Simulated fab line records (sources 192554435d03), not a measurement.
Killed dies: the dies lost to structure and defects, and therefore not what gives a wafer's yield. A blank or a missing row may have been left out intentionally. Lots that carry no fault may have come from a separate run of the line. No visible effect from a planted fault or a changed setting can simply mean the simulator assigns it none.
Lot-split experiment    flow n5 finfet    21 wafers read across 7 lots, on a route 1938 steps long

ABOUT THE SPLIT
At N5_MIM_BOT_SPUTTER_00 (material TiN, target thk 35 nm, time 89.7 s), the setting time s was moved away from the recipe's 89.7 s on 6 of the 21 wafers read, by -5.2% to +14.2%. The other wafers ran this setting at the recipe's value.

The split's own step is where the reading is taken.

THE READING
TiN_of_MIM_BOT_SPUTTER_00.thk nm (the simulator's own value, which no gauge read), in nm, at N5_MIM_BOT_SPUTTER_00 (material TiN, target thk 35 nm, time 89.7 s). There is no usual value for it anywhere in the file. Here, 15 wafers ran the recipe; their average is 35.0 nm with a standard deviation of 0.47 nm.

wafer   tool, chamber at the split  time s as run, s  against the recipe  TiN_of_MIM_BOT_SPUTTER_00.thk nm, nm  against lot-mates on the recipe
L076.1  pvd sputter-01, -           89.7              recipe              34.8                                  -
L076.3  pvd sputter-01, -           89.7              recipe              35.2                                  -
L076.6  pvd sputter-01, -           89.7              recipe              35.4                                  -
L077.3  pvd sputter-01, -           85.06             -5.2%               33.2                                  -1.6
L077.4  pvd sputter-01, -           85.06             -5.2%               33.4                                  -1.4
L077.6  pvd sputter-01, -           89.7              recipe              34.8                                  -
L078.2  pvd sputter-01, -           89.7              recipe              34.8                                  -
L078.4  pvd sputter-01, -           89.7              recipe              34.8                                  -
L078.5  pvd sputter-01, -           89.7              recipe              35.2                                  -
L081.3  pvd sputter-03, -           89.7              recipe              35                                    -
L081.4  pvd sputter-03, -           89.7              recipe              34.8                                  -
L081.6  pvd sputter-03, -           95.99             +7.0%               37.2                                  +2.3
L091.2  pvd sputter-01, -           89.7              recipe              35.6                                  -
L091.3  pvd sputter-01, -           85.82             -4.3%               34.4                                  -1.6
L091.6  pvd sputter-01, -           89.7              recipe              36.4                                  -
L095.3  pvd sputter-03, -           102.4             +14.2%              39.8                                  +5.2
L095.4  pvd sputter-03, -           89.7              recipe              34.6                                  -
L095.5  pvd sputter-03, -           89.7              recipe              34.6                                  -
L093.2  pvd sputter-01, -           93.67             +4.4%               36.4                                  +1.7
L093.4  pvd sputter-01, -           89.7              recipe              34.8                                  -
L093.5  pvd sputter-01, -           89.7              recipe              34.6                                  -

FIT RESULTS
A straight line over all 21 wafers: TiN_of_MIM_BOT_SPUTTER_00.thk nm changes by +0.319 nm for each +1% of time s; r = +0.95; the points scatter about the line by 0.45 nm.
The same after taking each lot's own level away (the mean of its wafers on the recipe; 21 wafers): +0.349 nm for each +1%; r = +0.99; scatter 0.22 nm.
The reading moves by 4.9 nm for the largest change in time s, on that fit.
Across the lots, their own levels run from 34.60 to 36.00 nm, a range of 3.0 times the standard deviation given above.
The two slopes agree, so the slope changes little with the lot-to-lot level.
Check: for one of the wafers moved furthest among these (+14.2%), held out of the fit, the line's prediction against its lot-mates is +4.66 nm. It came out at +5.2 nm against them.

OTHER SPLITS APPLIED TO THESE WAFERS
Before the reading, these wafers also passed through other splits. Each is held against what the fit with the lots' levels taken away leaves over:
other split on the same wafers  wafers away from the commonest value  r with TiN_of_MIM_BOT_SPUTTER_00.thk nm (lot level and that fit taken away)
N5_BEOL_M15_EXPOSE_07 dose mj   8                                     +0.18

FILE'S OWN FIT
TiN_of_MIM_BOT_SPUTTER_00.thk nm changes by +0.356 nm for each +1% of time s, r = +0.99.
